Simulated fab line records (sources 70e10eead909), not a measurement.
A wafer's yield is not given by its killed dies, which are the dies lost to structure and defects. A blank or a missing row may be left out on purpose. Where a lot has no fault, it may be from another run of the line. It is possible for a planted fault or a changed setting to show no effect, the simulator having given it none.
Comparing a struck lot with a sound one :: flow nand harc :: 25 steps out of a route of 1159
Sound: wafers L837.1, L837.5, L837.6. The struck wafers were L850.1, L850.5, L850.6. At the end, the cause is stated.
Order at every step that has rows: each side's tool, ch and its chambers, its first start. Under that, the readings that differ: sound wafers :: struck wafers :: difference of the means :: sigmas: that difference in standard deviations of wafers without a fault.
alike: readings with means less than 2 such deviations apart, plus words and numbers identical on both sides. not compared: withheld readings, readings lacking a value on some wafer, bounds such as >300 that could conceal the same value, and numbers that have no deviation in the record and whose values overlap.
A row with sigmas, a row that says differs or no value, or rows on one side alone: a step with any of these is where the two part. Numbers that don't overlap but have no deviation are shown without sigmas and don't part them. Lack of a reading on every wafer of one side parts them only where that side has two or more wafers.

first, 1 step without rows for these wafers: NHARC_A_M0_SRD_25.
NHARC_A_M0_INSPECT_27:
  struck on defect inspect-02, day 22 08:43; sound on defect inspect-01, day 19 04:44
reading: raw defect count
sound: 258 345 444
struck: 652 729 916
difference: +417
sigmas: +2
NHARC_A_M0_PRE_CLEAN_31: time 12 s.
  sound on pecvd-04 ch 0,2, day 19 04:49; struck on pecvd-02 ch 0,1,2, day 22 08:47
  alike: heater power w
NHARC_A_M0_DEP_32: deposits SiCN, target thk 30 nm.
  sound on pecvd-04 ch 0,2, day 19 04:53; struck on pecvd-02 ch 0,1,2, day 22 08:52
  alike: chamber pressure Torr, heater power w
then, 7 steps without rows for these wafers: NHARC_A_M1_DEP_00 (deposits SiOC, target thk 182.5 nm); NHARC_A_M1_DEHYDRATE_01 (time 120 s); NHARC_A_M1_HMDS_02 (time 30 s); NHARC_A_M1_COAT_34 (time 65 s); NHARC_A_M1_COAT_03 (resist thk 90 nm); NHARC_A_M1_SOFTBAKE_04 (time 55 s); NHARC_A_M1_EBR_05.
NHARC_A_M1_EXPOSE_06: exposes mask A M1, target cd 120 nm.
  sound on arfi scanner-02 ch 0, day 19 06:01; struck on arfi scanner-03 ch 0, day 22 09:59
reading: exposure dose mJ cm2
sound: 75.11 75.04 74.99
struck: 48.86 48.97 48.79
difference: -26.17
sigmas: -99 or more
  alike: mask, focus offset nm
then, 2 steps without rows for these wafers: NHARC_A_M1_PEB_07 (peb time 65 s); NHARC_A_M1_DEVELOP_08 (develop time 35 s).
NHARC_A_M1_CD_MEAS_09: the cd target is 120 nm.
  sound on cd sem-02 ch 0, day 19 06:10; struck on cd sem-02 ch 0, day 22 10:07
reading: cd nm (nm)
sound: 119.8 119.8 120.1
struck: 94.4 94.5 94.0
difference: -25.6
sigmas: -39
NHARC_A_M1_OVL_MEAS_10: pitch 240 nm.
  struck on overlay-02, day 22 10:13; sound on overlay-01, day 19 06:15
  alike: overlay x nm, overlay y nm
NHARC_A_M1_INSPECT_11:
  struck on defect inspect-02, day 22 10:14; sound on defect inspect-01, day 19 06:17
  alike: raw defect count
NHARC_A_M1_DESCUM_14: chemistry O2, time 3 s.
  sound on rie diel-02 ch 1,2,3, day 19 06:22; struck on rie diel-09 ch 0,1,2, day 22 10:19
reading: model.A_M1.cd nm (nm)
sound: 119.7 119.9 120
struck: 93.93 94.66 94.82
difference: -25.40
sigmas: 
  alike: drypump motor current A, oes product au, rf vpp V, showerhead plenum p Torr, throttle valve pct
  not compared: rf hours counter h
NHARC_A_M1_ETCH_35: etches the open film in N2/H2, target depth 40 nm, overetch 12 nm, time 43.94 s.
  sound on rie diel-02 ch 0,2,3, day 19 06:27; struck on rie diel-09 ch 0,3, day 22 10:24
  alike: drypump motor current A, n2 flow sccm, oes product au, rf vpp V, showerhead plenum p Torr, throttle valve pct
  not compared: rf hours counter h
NHARC_A_M1_ETCH_15: etches the open film in C4F8/Ar, target depth 182.5 nm, time 91.2 s.
  sound: rie diel-02 ch 2,3; struck: rie diel-09 ch 0,1
  alike: oes product au, rf vpp V
  not compared: rf hours counter h
NHARC_A_M1_CD_MEAS_16:
  struck on cd sem-03, day 22 10:37; sound on cd sem-03, day 19 06:40
reading: cd nm (nm)
sound: 120.6 119.8 119.7
struck: 94.1 95.0 95.3
difference: -25.2
sigmas: -25
NHARC_A_M1_STRIP_18: strips in N2/H2.
  sound on rie diel-05 ch 0,2,3, day 19 06:47; struck on rie diel-09 ch 0,2,3, day 22 10:44
  alike: drypump motor current A, n2 flow sccm, oes product au, power w, rf vpp V, showerhead plenum p Torr, throttle valve pct
  not compared: rf hours counter h
NHARC_A_M1_ETCH_28: etches the open film in CF4/N2, target depth 30 nm, time 72.99 s.
  sound: rie diel-05 ch 0,1,2; struck: rie diel-09 ch 1,2,3
reading: model.A_M1.cd nm (nm)
sound: 120.6 119.9 120.1
struck: 93.55 94.77 94.9
difference: -25.79
sigmas: 
  alike: cf4 flow sccm, drypump motor current A, n2 flow sccm, oes product au, rf vpp V, showerhead plenum p Torr, throttle valve pct
  not compared: rf hours counter h
then, 2 steps without rows for these wafers: NHARC_A_M1_STRIP_19 (strips in post etch residue remover, time 600 s); NHARC_END_SORT_01.

## WHERE THEY PART
Earliest at NHARC_A_M0_INSPECT_27; latest, in this record, at NHARC_A_M1_CD_MEAS_16. Later steps at which nothing parts them and some readings are alike: NHARC_A_M1_STRIP_18, NHARC_A_M1_ETCH_28.

WHY: whatever the simulator had introduced
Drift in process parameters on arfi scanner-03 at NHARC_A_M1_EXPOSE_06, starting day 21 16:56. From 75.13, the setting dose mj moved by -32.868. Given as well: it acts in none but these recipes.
